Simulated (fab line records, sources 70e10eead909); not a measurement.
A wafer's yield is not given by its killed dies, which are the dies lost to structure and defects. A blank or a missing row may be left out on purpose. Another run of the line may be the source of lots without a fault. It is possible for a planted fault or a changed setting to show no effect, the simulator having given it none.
fab line records ; flow nand-harc
record: lots: 7; wafers: 21; last-day: 34
route steps=1302 shown A_STAIRCASE@886 A_SGD_CUT@890 END@1302
lots with no fault: from the same line, run without faults
start-h: the number of hours between the record's first day and the start of the first shown wafer of the lot ; wait-h: hours elapsed since this lot's preceding step ; " the same as in the row above ; L1.1+2: a row that stands for several wafers ; - no value, or no start given ; * or withheld: withheld ; < > ~ a bound
route shown NAME@n: names a module that has steps shown in the file, with the first one's number in the route ; usual: average and standard deviation across the fault-free wafers ; same: alike in all rows ; chamber/n: place in a boat ; sites: per-site readings ; _std_site: how widely they spread, as a standard deviation ; _edge_site: outer sites' mean less inner sites' ; radius-mm: for every site, how far away it sits from the centre of the wafer ; mask NAME#n: copy n ; behind: the most recent tool/chamber to have shaped the wafer ; hold: why the lot was held/for how many hours/how that ended ; device: the transistor (n, p or np) that didn't switch ; end of line: tests run on the same wafers once the route is complete ; a step given without rows: its recipe and nothing more ; killed: not the wafer's yield, but the dies lost to structure and defects at the first sort ; map: a wafer's dies, marking killed ones x, the rest . and places with no die _
set.NAME: the run value of the setting; set.NAME@STEP: its run value at that earlier step ; model.NAME: the simulator's own value behind a step, which no gauge read
lots seen at some steps along the route; tables by step, rows by wafer
services: from which hour (start-h, from the record's first day; less than 0 if before it) a tool's chamber was out of use, for how many hours, and why
== steps ==
step: NHARC_A_STAIRCASE_CMP_472
recipe: material: SiO2
usual: motor-current-A: 11.8/1; retaining-ring-pressure-frac: 1.000/0.0057
lot.wafer;tool;chamber;start-h;wait-h;motor-current-A;retaining-ring-pressure-frac
L241.3;cmp-04;0;459.17;0.3;10.5;1.000
L241.5;cmp-04;1;459.17;0.3;13.7;0.998
L241.6;cmp-04;2;459.17;0.3;10.4;1.005
L243.1;cmp-02;0;471.49;0.2;12.9;1.001
L243.4;cmp-02;2;471.49;0.2;10.3;1.006
L243.5;cmp-02;1;471.49;0.2;12.6;0.990
L250.4;cmp-02;3;537.85;0.1;13.4;1.001
L250.1;cmp-02;1;537.85;0.1;13.9;1.009
L250.6;cmp-02;3;537.85;0.1;13.7;1.004
L252.4;cmp-01;1;546.29;0.1;12.5;1.003
L252.2;cmp-01;3;546.29;0.1;11.2;0.994
L252.1;cmp-01;0;546.29;0.1;11.7;1.010
L253.1;cmp-01;0;568.14;0.2;11.0;0.994
L253.2;cmp-01;2;568.14;0.2;12.5;1.002
L253.5;cmp-01;3;568.14;0.2;11.0;1.003
L259.4;cmp-01;0;667.38;0.1;10.8;1.005
L259.3;cmp-01;3;667.38;0.1;11.2;0.998
L259.6;cmp-01;1;667.38;0.1;11.9;0.995
L262.3;cmp-01;2;671.76;0.2;12.3;0.999
L262.4;cmp-01;0;671.76;0.2;11.1;1.000
L262.1;cmp-01;1;671.76;0.2;12.3;1.007
step: NHARC_A_STAIRCASE_SRD_474
step: NHARC_A_STAIRCASE_INSPECT_155
usual: raw-defect-count: 442/120
lot.wafer;tool;chamber;start-h;wait-h;raw-defect-count
L241.3;defect-inspect-01;-;459.44;0.1;512
L241.5;defect-inspect-01;-;459.44;0.1;386
L241.6;defect-inspect-01;-;459.44;0.1;499
L243.1;defect-inspect-01;-;471.83;0.1;563
L243.4;defect-inspect-01;-;471.83;0.1;412
L243.5;defect-inspect-01;-;471.83;0.1;513
L250.1;defect-inspect-02;-;538.19;0.1;478
L250.4;defect-inspect-02;-;538.19;0.1;413
L250.6;defect-inspect-02;-;538.19;0.1;336
L252.1;defect-inspect-02;-;546.63;0.1;383
L252.2;defect-inspect-02;-;546.63;0.1;421
L252.4;defect-inspect-02;-;546.63;0.1;416
L253.1;defect-inspect-02;-;568.45;0.1;269
L253.2;defect-inspect-02;-;568.45;0.1;406
L253.5;defect-inspect-02;-;568.45;0.1;427
L259.3;defect-inspect-01;-;667.73;0.1;466
L259.4;defect-inspect-01;-;667.73;0.1;334
L259.6;defect-inspect-01;-;667.73;0.1;288
L262.1;defect-inspect-01;-;672.10;0.1;361
L262.3;defect-inspect-01;-;672.10;0.1;312
L262.4;defect-inspect-01;-;672.10;0.1;349
step: NHARC_A_SGD_CUT_DEP_00
recipe: target-thk-a: 500; temp-c: 400; target-thk-nm: 50; flow-sccm: 200; rf-w: 450; material: SiNx
usual: heater-power-w: 710/100
lot.wafer;tool;chamber;start-h;wait-h;heater-power-w;since-wet-clean-h
L241.3;pecvd-01;1;459.56;0.1;773;135
L241.5;pecvd-01;2;459.56;0.1;462;-
L241.6;pecvd-01;0;459.56;0.1;774;-
L243.1;pecvd-01;2;471.92;0.1;473;148
L243.4;pecvd-01;2;471.92;0.1;480;-
L243.5;pecvd-01;0;471.92;0.1;774;-
L250.1;pecvd-01;1;538.29;0.1;802;33
L250.6;pecvd-01;0;538.29;0.1;715;-
L250.4;pecvd-01;1;538.29;0.1;813;-
L252.1;pecvd-01;1;546.70;0.1;773;41
L252.2;pecvd-01;2;546.70;0.1;523;41
L252.4;pecvd-01;0;546.70;0.1;835;-
L253.2;pecvd-02;1;568.52;0.1;634;148
L253.1;pecvd-02;2;568.52;0.1;708;148
L253.5;pecvd-02;2;568.52;0.1;707;-
L259.3;pecvd-02;0;667.79;0.1;715;66
L259.4;pecvd-02;0;667.79;0.1;727;-
L259.6;pecvd-02;2;667.79;0.1;727;-
L262.3;pecvd-01;0;672.17;0.1;739;167
L262.1;pecvd-01;1;672.17;0.1;645;167
L262.4;pecvd-01;1;672.17;0.1;693;-
step: NHARC_A_SGD_CUT_DEHYDRATE_01
recipe: temp-c: 150; time-s: 120
step: NHARC_A_SGD_CUT_HMDS_02
recipe: time-s: 30
step: NHARC_A_SGD_CUT_COAT_56
recipe: temp-c: 260; time-s: 75
step: NHARC_A_SGD_CUT_COAT_57
recipe: temp-c: 225; time-s: 65
step: NHARC_A_SGD_CUT_COAT_03
recipe: spin-rpm: 1500; resist-thk-nm: 90
step: NHARC_A_SGD_CUT_SOFTBAKE_04
recipe: temp-c: 105; time-s: 55
step: NHARC_A_SGD_CUT_EBR_05
step: NHARC_A_SGD_CUT_EXPOSE_06
recipe: na: 1.35; dose-mj: 85.59; mask-id: SGD
usual: exposure-dose-mJ-cm2: 85.46/0.09
lot.wafer;tool;chamber;start-h;wait-h;mask;exposure-dose-mJ-cm2
L241.3;arfi-scanner-03;0;460.10;-;SGD#0;85.47
L241.5;arfi-scanner-03;0;460.10;-;SGD#0;85.37
L241.6;arfi-scanner-03;0;460.10;-;SGD#0;85.36
L243.1;arfi-scanner-02;0;472.48;-;SGD#0;85.45
L243.4;arfi-scanner-02;0;472.48;-;SGD#0;85.56
L243.5;arfi-scanner-02;0;472.48;-;SGD#0;85.42
L250.1;arfi-scanner-03;0;538.85;-;SGD#0;89.16
L250.4;arfi-scanner-03;0;538.85;-;SGD#0;89.06
L250.6;arfi-scanner-03;0;538.85;-;SGD#0;89.27
L252.1;arfi-scanner-03;0;547.28;-;SGD#0;88.33
L252.2;arfi-scanner-03;0;547.28;-;SGD#0;88.31
L252.4;arfi-scanner-03;0;547.28;-;SGD#0;88.34
L253.1;arfi-scanner-03;0;569.10;-;SGD#0;87.71
L253.2;arfi-scanner-03;0;569.10;-;SGD#0;87.65
L253.5;arfi-scanner-03;0;569.10;-;SGD#0;87.65
L259.3;arfi-scanner-01;0;668.38;-;SGD#0;85.49
L259.4;arfi-scanner-01;0;668.38;-;SGD#0;85.55
L259.6;arfi-scanner-01;0;668.38;-;SGD#0;85.61
L262.1;arfi-scanner-01;0;672.62;-;SGD#0;85.50
L262.3;arfi-scanner-01;0;672.62;-;SGD#0;85.39
L262.4;arfi-scanner-01;0;672.62;-;SGD#0;85.38
step: NHARC_A_SGD_CUT_PEB_07
recipe: peb-temp-c: 100; peb-time-s: 65
step: NHARC_A_SGD_CUT_DEVELOP_08
recipe: develop-time-s: 35; dev-temp-c: 23
step: NHARC_A_SGD_CUT_CD_MEAS_09
recipe: target-cd-nm: 100; landing-energy-ev: 500
usual: cd-nm: 99.8/0.64
lot.wafer;tool;chamber;start-h;wait-h;hold;cd-nm
L241.3;cd-sem-03;0;460.23;-;-;99.7
L241.5;cd-sem-03;0;460.23;-;-;99.8
L241.6;cd-sem-03;0;460.23;-;-;100.1
L243.1;cd-sem-03;0;472.62;-;-;100.2
L243.4;cd-sem-03;0;472.62;-;-;101.2
L243.5;cd-sem-03;0;472.62;-;-;100.3
L250.1;cd-sem-01;0;538.99;-;await-dispo/0.2h/release;103.0
L250.4;cd-sem-01;0;538.99;-;await-dispo/0.2h/release;102.8
L250.6;cd-sem-01;0;538.99;-;await-dispo/0.2h/release;103.3
L250.1;cd-sem-01;0;-;-;-;103.1
L250.4;cd-sem-01;0;-;-;-;102.6
L250.6;cd-sem-01;0;-;-;-;103.2
L252.1;cd-sem-03;0;547.42;-;await-dispo/0.2h/release;102.7
L252.2;cd-sem-03;0;547.42;-;await-dispo/0.2h/release;102.6
L252.4;cd-sem-03;0;547.42;-;await-dispo/0.2h/release;102.5
L252.1;cd-sem-03;0;-;-;-;102.5
L252.2;cd-sem-03;0;-;-;-;102.2
L252.4;cd-sem-03;0;-;-;-;102.6
L253.1;cd-sem-03;0;569.24;-;-;100.3
L253.2;cd-sem-03;0;569.24;-;-;100.3
L253.5;cd-sem-03;0;569.24;-;-;101.0
L259.3;cd-sem-02;0;668.52;-;-;98.4
L259.4;cd-sem-02;0;668.52;-;-;98.8
L259.6;cd-sem-02;0;668.52;-;-;98.0
L262.1;cd-sem-02;0;672.76;-;-;101.2
L262.3;cd-sem-02;0;672.76;-;-;100.4
L262.4;cd-sem-02;0;672.76;-;-;100.2
step: NHARC_A_SGD_CUT_OVL_MEAS_10
usual: overlay-x-nm: 0.1/0.88; overlay-y-nm: 0.4/0.81
lot.wafer;tool;chamber;start-h;wait-h;hold;overlay-x-nm;overlay-y-nm
L241.3;overlay-02;-;460.32;-;-;1.0;0.4
L241.5;overlay-02;-;460.32;-;-;1.3;0.2
L241.6;overlay-02;-;460.32;-;-;1.1;0.7
L243.1;overlay-02;-;472.71;-;-;1.1;0.1
L243.4;overlay-02;-;472.71;-;-;0.5;-0.1
L243.5;overlay-02;-;472.71;-;-;0.8;0.4
L250.1;overlay-01;-;541.72;-;await-dispo/2.5h/release;-0.2;0.4
L250.4;overlay-01;-;541.72;-;await-dispo/2.5h/release;-0.4;0.4
L250.6;overlay-01;-;541.72;-;await-dispo/2.5h/release;0.5;0.5
L252.1;overlay-02;-;550.06;-;await-dispo/2.4h/release;-0.3;-0.5
L252.2;overlay-02;-;550.06;-;await-dispo/2.4h/release;-0.1;-0.5
L252.4;overlay-02;-;550.06;-;await-dispo/2.4h/release;-0.6;0.3
L253.1;overlay-01;-;569.33;-;-;-1.3;0.4
L253.2;overlay-01;-;569.33;-;-;-1.0;-0.1
L253.5;overlay-01;-;569.33;-;-;-1.3;-0.6
L259.3;overlay-02;-;668.60;-;-;0.6;1.9
L259.4;overlay-02;-;668.60;-;-;0.1;1.5
L259.6;overlay-02;-;668.60;-;-;0.3;1.8
L262.1;overlay-02;-;672.85;-;-;0.1;-0.4
L262.3;overlay-02;-;672.85;-;-;0.3;0.2
L262.4;overlay-02;-;672.85;-;-;0.7;-0.2
step: NHARC_END_SORT_01
recipe: temp-c: 25
usual: killed-at-array: 52/17; killed-at-other: 0.9/1.2; killed-at-periphery: 3.9/2.7; killed-dies: 57/16; killed-open: 3.3/1.9; killed-short: 2.5/1.5
same: gross-dies: 677
lot.wafer;tool;chamber;start-h;wait-h;killed-at-array;killed-at-other;killed-at-periphery;killed-dies;killed-open;killed-short
L253.2;prober-02;0;696.97;2.8;30;1;6;37;3;5
killed by level:class
L253.2 A_CHANNEL_HOLE_D1:chamber-film-flake=14 P_BONDPAD:chamber-film-flake=3 A_STAIRCASE:chamber-film-flake=3 A_SLIT:chamber-film-flake=3 A_WL_FILL:chamber-film-flake=3 A_CHANNEL_FILL_D1:geometric-particle:short=2 P_CONTACT:geometric-particle:open=1 P_M1:geometric-particle:open=1
== services ==
tool;chamber;start-h;hours;kind
pecvd-01;-;444.21;1.1;repair
cmp-01;-;446.65;4.8;repair
cmp-02;-;480.56;0.4;repair
cmp-01;-;481.27;4.0;pm
arfi-scanner-03;-;482.67;0.4;repair
cmp-01;-;490.96;0.4;repair
pecvd-01;-;492.40;13.0;pm
arfi-scanner-01;-;495.62;1.0;repair
pecvd-02;-;517.43;2.6;repair
pecvd-02;0;524.24;4.8;repair
cmp-02;-;526.66;4.0;pm
arfi-scanner-03;-;540.00;4.0;pm
cmp-02;-;577.62;1.1;repair
cmp-01;-;579.27;4.0;pm
pecvd-01;1;579.45;57.2;repair
pecvd-02;-;589.10;13.0;pm
arfi-scanner-01;-;596.00;4.0;pm
arfi-scanner-03;-;596.05;0.5;repair
cmp-02;-;606.03;1.9;repair
pecvd-02;-;611.69;0.5;repair
cmp-02;-;624.66;4.0;pm
cmp-01;-;628.74;1.4;repair
pecvd-02;0;650.24;3.8;repair
arfi-scanner-03;-;666.89;2.7;repair
== key ==
first-sign: step: NHARC_A_SGD_CUT_EXPOSE_06; reading: exposure-dose-mJ-cm2; direction: up; sigmas: 32; usual: 85.46; struck: 88.39
effect: step: NHARC_A_SGD_CUT_CD_MEAS_09; reading: visit; direction: added; through: control-loop
met-at NHARC_A_SGD_CUT_EXPOSE_06
struck-wafers L250.1,L250.4,L250.6,L252.1,L252.2,L252.4,L253.1,L253.2,L253.5
tester-left-out L250,L252,L253
loop-trim: step: NHARC_A_SGD_CUT_EXPOSE_06; setting: dose; lots: L252,L253
onset-between 460.10 538.85
fault: kind: process-parameter-drift; tool: arfi-scanner-03; chamber: -; onset-h: 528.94; steps: NHARC_A_SGD_CUT_EXPOSE_06; channel: dose-mj; offset: 3.6858; shape: step; acts-in: these-recipes-only; stated: 85.59
tester-left-out: of these lots the tester's yield and bins aren't shown, on N5 and GAA mostly nor the transistor test; their killed dies are dies lost to structure and defects alone, not to doping, threshold or leakage, so they don't give the yield
loop-trim: a control loop set the setting to another value than it would have without faults
